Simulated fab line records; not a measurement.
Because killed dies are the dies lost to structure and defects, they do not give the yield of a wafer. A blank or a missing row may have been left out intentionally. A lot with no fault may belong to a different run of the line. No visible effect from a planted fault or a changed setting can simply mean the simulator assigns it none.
Problem report, 8D (eight disciplines) form, completed by code ; flow n5Finfet ; the parts of the form that need people (team, actions taken, sign-off) are left out

## 1. WHAT IS WRONG
Mean of trenchDepthNm at N5_BEOL_M14_OCD_MEAS_35: 654 nm over 2 wafers from 1 lot, against 553 nm (standard deviation 9.2) on wafers with no fault. That puts it +11 standard deviations away from the usual mean.
The first sign was on wafer L859.2 at day 11 17:35, on ocd-02. At this step, 21 wafers from 7 lots have a number in the record. The rule behind "out" and "out of limits": a value lying over 4 standard deviations away from the usual mean. Any other wafer with a number is counted as sound.

## 2. WHAT IT IS AND WHAT IT IS NOT
question;is;is not
which readings at this step;trenchDepthNm;-
which lots;L859;L857, L858, L863, L871, L875, L876
which wafers of those lots;L859.2, L859.4;L859.5
read on which gauges;ocd-02;ocd-01
when;from day 11 17:35;"up to then (7 sound wafers); but 12 sound wafers of L863, L871, L875, L876 came after"

## 3. WHAT RULES OUT EACH SUSPECT
Counting: a tool at a process step up to the reading stays a suspect if it ran every lot that is out. Sound lots after the first of them don't rule it out here, since some wafers of a struck lot are sound.
- the gauge at N5_BEOL_M14_OCD_MEAS_35: ruled out. All the wafers that are out were read on ocd-02, but those of them that N5_BEOL_M14_THK_MEAS_50 has rows for are out there too, on other tools.
- rieDiel-02 at N5_BEOL_M14_STRIP_63 (strips in O2): kept. It ran the lot that is out, L859 (day 11 16:38). N5_BEOL_M14_STRIP_63 gives no start for some lots, so the hours and the order of its lots are those of N5_BEOL_M14_CD_MEAS_28.
- rieDiel-03 at N5_BEOL_M14_TRENCH_ETCH_34 (etches SiO2 in C4F8/O2/Ar, target depth 556.65 nm, time 126.9 s): kept. The lot that is out, L859, ran on it at day 11 17:25; the last sound lot it ran before that was L858, at day 11 16:50.
- Within rieDiel-02 at N5_BEOL_M14_STRIP_63: the wafers that are out ran in chambers 1, 2; their sound lot-mates ran in chamber 0.
- The sound lot-mates ran in chamber 1 of rieDiel-03 at N5_BEOL_M14_TRENCH_ETCH_34, but the wafers that are out ran in chamber 0.
The count leaves rieDiel-03 at N5_BEOL_M14_TRENCH_ETCH_34 and rieDiel-02 at N5_BEOL_M14_STRIP_63.

## 4. THE CAUSE (what the simulator had put in)
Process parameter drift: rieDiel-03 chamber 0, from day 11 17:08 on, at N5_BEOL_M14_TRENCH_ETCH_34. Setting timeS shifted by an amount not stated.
This tool is one of the 2 suspects left after counting.

## 5. SEQUENCE OF EFFECTS, ordered by route
Each row: a reading whose mean over the struck wafers that have a number lies more than 3 standard deviations from the usual. Only readings whose record carries a usual standard deviation are examined. hours: median over the lots of the time between each lot's start at the first step of this table that gives one and its start at this step. sigmas: the change, counted in usual standard deviations.
hours;step;reading;usual;on struck wafers;change;sigmas
0;N5_BEOL_M14_OCD_MEAS_35;trenchDepthNm;553 nm;654;+100;+11
4;N5_BEOL_M14_THK_MEAS_50;M14_THK;540 nm;634;+94;+10
4;N5_BEOL_M14_RS_MEAS_54;M14_RS;0.0335 ohm/sq;0.0282;-0.0054;-9.2
10;N5_BEOL_M15_RC_MEAS_101;SERP_M14;0.162 ohm/um;0.136;-0.026;-8.1
10;N5_BEOL_M15_RC_MEAS_101;SERP_M14_max_site;0.164 ohm/um;0.139;-0.025;-7.7

## 6. WHAT WOULD HAVE CAUGHT IT SOONER
The first out-of-limits reading at a measuring or inspecting step in this record came at day 11 17:35, 0 hours after the fault's start at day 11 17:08.
Of the tool readings at N5_BEOL_M14_TRENCH_ETCH_34 for which the record gives a usual standard deviation, none was out on any struck wafer, so an alarm limit of 4 standard deviations on them would not have fired.
The start of N5_BEOL_M14_TRENCH_ETCH_34 on rieDiel-03 came by day 11 17:35 for every one of the lots that are out (1). A hold on the tool at that time would have spared none of them.
